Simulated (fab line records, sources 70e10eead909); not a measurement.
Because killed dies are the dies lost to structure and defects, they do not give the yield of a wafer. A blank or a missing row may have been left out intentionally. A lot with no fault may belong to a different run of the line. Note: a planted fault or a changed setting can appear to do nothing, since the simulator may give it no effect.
Chamber matching :: flow nandHarc :: NHARC_A_CONTACT_ETCH_110 on rieDiel-05 has 4 sister chambers
The step etches the open film in CF4/O2, target depth 50 nm, overetch 5 nm, time 27.5 s. 16 wafers are shown with their chamber, then 8 later ones without.

## WAFERS PAIRED WITH THEIR CHAMBERS
wafer: L929.2
chamber: 3
showerheadPlenumPTorr (Torr): 1.41
cf4FlowSccm (sccm): 80.26
rfVppV (V): 198.7

wafer: L929.5
chamber: 0
showerheadPlenumPTorr (Torr): 1.39
cf4FlowSccm (sccm): 79.60
rfVppV (V): 200.1

wafer: L929.6
chamber: 3
showerheadPlenumPTorr (Torr): 1.41
cf4FlowSccm (sccm): 80.05
rfVppV (V): 199.1

wafer: L931.2
chamber: 0
showerheadPlenumPTorr (Torr): 1.39
cf4FlowSccm (sccm): 79.86
rfVppV (V): 198.8

wafer: L931.3
chamber: 3
showerheadPlenumPTorr (Torr): 1.41
cf4FlowSccm (sccm): 80.05
rfVppV (V): 200.3

wafer: L931.4
chamber: 1
showerheadPlenumPTorr (Torr): 1.40
cf4FlowSccm (sccm): 79.90
rfVppV (V): 199.1

wafer: L932.2
chamber: 3
showerheadPlenumPTorr (Torr): 1.40
cf4FlowSccm (sccm): 79.58
rfVppV (V): 199.2

wafer: L932.3
chamber: 2
showerheadPlenumPTorr (Torr): 1.37
cf4FlowSccm (sccm): 79.87
rfVppV (V): 197.6

wafer: L932.4
chamber: 0
showerheadPlenumPTorr (Torr): 1.39
cf4FlowSccm (sccm): 79.69
rfVppV (V): 198.0

wafer: L935.1
chamber: 1
showerheadPlenumPTorr (Torr): 1.40
cf4FlowSccm (sccm): 79.62
rfVppV (V): 198.5

wafer: L935.2
chamber: 3
showerheadPlenumPTorr (Torr): 1.40
cf4FlowSccm (sccm): 79.96
rfVppV (V): 199.2

wafer: L935.4
chamber: 2
showerheadPlenumPTorr (Torr): 1.37
cf4FlowSccm (sccm): 80.47
rfVppV (V): 196.3

wafer: L936.2
chamber: 2
showerheadPlenumPTorr (Torr): 1.37
cf4FlowSccm (sccm): 80.45
rfVppV (V): 199.4

wafer: L936.4
chamber: 3
showerheadPlenumPTorr (Torr): 1.40
cf4FlowSccm (sccm): 80.02
rfVppV (V): 198.6

wafer: L936.5
chamber: 1
showerheadPlenumPTorr (Torr): 1.40
cf4FlowSccm (sccm): 80.26
rfVppV (V): 200.3

wafer: L940.2
chamber: 1
showerheadPlenumPTorr (Torr): 1.40
cf4FlowSccm (sccm): 80.11
rfVppV (V): 198.6

SIGNATURES (means of the wafers above)
reading: showerheadPlenumPTorr
chamber 0: 1.3900
chamber 1: 1.4000
chamber 2: 1.3700
chamber 3: 1.4050
scatter within a chamber: 0.00354

reading: cf4FlowSccm
chamber 0: 79.7167
chamber 1: 79.9725
chamber 2: 80.2633
chamber 3: 79.9867
scatter within a chamber: 0.25

reading: rfVppV
chamber 0: 198.967
chamber 1: 199.125
chamber 2: 197.767
chamber 3: 199.183
scatter within a chamber: 0.956
Rule: for each reading, subtract the chamber's mean from the wafer's reading, divide by that reading's scatter and square the result; add these up over the readings and take the root, which gives the wafer's distance from the chamber. If the next closest chamber is less than 2 further off than the closest, the wafer can't be placed; otherwise it belongs to the closest. How the scatter is found: for the shown wafers, subtract from each reading the mean of its chamber, square and add these, divide the total by (wafers less chambers), then take the root.

## WAFERS WITH NO CHAMBER GIVEN
wafer: L940.4
showerheadPlenumPTorr (Torr): 1.39
cf4FlowSccm (sccm): 80.25
rfVppV (V): 199.8

wafer: L940.5
showerheadPlenumPTorr (Torr): 1.39
cf4FlowSccm (sccm): 80.22
rfVppV (V): 199.9

wafer: L944.1
showerheadPlenumPTorr (Torr): 1.39
cf4FlowSccm (sccm): 79.83
rfVppV (V): 200.2

wafer: L944.2
showerheadPlenumPTorr (Torr): 1.37
cf4FlowSccm (sccm): 80.43
rfVppV (V): 198.5

wafer: L944.6
showerheadPlenumPTorr (Torr): 1.39
cf4FlowSccm (sccm): 80.07
rfVppV (V): 199.0

wafer: L948.1
showerheadPlenumPTorr (Torr): 1.40
cf4FlowSccm (sccm): 80.04
rfVppV (V): 198.4

wafer: L948.3
showerheadPlenumPTorr (Torr): 1.38
cf4FlowSccm (sccm): 80.09
rfVppV (V): 199.0

wafer: L948.4
showerheadPlenumPTorr (Torr): 1.40
cf4FlowSccm (sccm): 79.97
rfVppV (V): 199.5

## EACH ONE'S CHAMBER
wafer: L940.4
from the rows above: can't be placed: 0 or 1
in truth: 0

wafer: L940.5
from the rows above: can't be placed: 0 or 1
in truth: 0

wafer: L944.1
from the rows above: can't be placed: 0 or 1
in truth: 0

wafer: L944.2
from the rows above: 2
in truth: 2

wafer: L944.6
from the rows above: can't be placed: 0 or 1
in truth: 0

wafer: L948.1
from the rows above: can't be placed: 1 or 3
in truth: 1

wafer: L948.3
from the rows above: can't be placed: 2 or 0
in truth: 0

wafer: L948.4
from the rows above: can't be placed: 1 or 3
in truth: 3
Correctly placed: 1 of 8. Cannot be placed on the basis of these rows: 7; the candidates contain the true chamber in 7. 0 placed wrongly.
